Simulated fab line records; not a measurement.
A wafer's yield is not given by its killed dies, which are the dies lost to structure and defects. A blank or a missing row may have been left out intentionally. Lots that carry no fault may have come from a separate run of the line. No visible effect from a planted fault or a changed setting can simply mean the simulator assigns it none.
Matching of chambers -- flow n5 finfet -- N5_BEOL_M0_SAQP_STRIP_86 on rie diel-02 has 4 sister chambers
The step strips in N2/H2. 4 wafers are shown with their chamber, then 12 later ones without.

## WAFERS PAIRED WITH THEIR CHAMBERS
wafer,chamber,drypump motor current A (A)
L085.4,3,6.3
L085.6,0,5.2
L087.4,1,6.3
L087.6,2,5.9

## WAFERS WITH NO CHAMBER GIVEN
wafer,drypump motor current A (A)
L088.2,5.9
L088.4,6.3
L088.6,5.2
L089.1,5.2
L089.3,6.2
L089.6,6.3
L092.2,6.3
L092.3,5.2
L092.5,6.3
L093.2,5.2
L093.5,5.2
L093.6,6.3

## CHAMBER TAKEN BY EACH
wafer,from the rows above,in truth
L088.2,2,2
L088.4,can't be placed: 1 or 3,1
L088.6,0,0
L089.1,0,0
L089.3,can't be placed: 1 or 3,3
L089.6,can't be placed: 1 or 3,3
L092.2,can't be placed: 1 or 3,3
L092.3,0,0
L092.5,can't be placed: 1 or 3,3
L093.2,0,0
L093.5,0,0
L093.6,can't be placed: 1 or 3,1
6 of 12 placed correctly. Not placeable from these rows: 6 (in 6, the candidates include the true chamber). Placed wrongly: 0.
How it was worked out, from the rows above alone: a wafer's distance from a chamber is the root of the sum, over the readings, of the square of ((its reading less the chamber's mean) divided by the reading's scatter). If the next closest chamber is less than 2 further off than the closest, the wafer can't be placed; otherwise it belongs to the closest. The mean given for a chamber averages the wafers shown for that chamber. The scatter: root of mean squared gap, hidden wafer to nearest shown wafer, with one shown wafer a chamber.
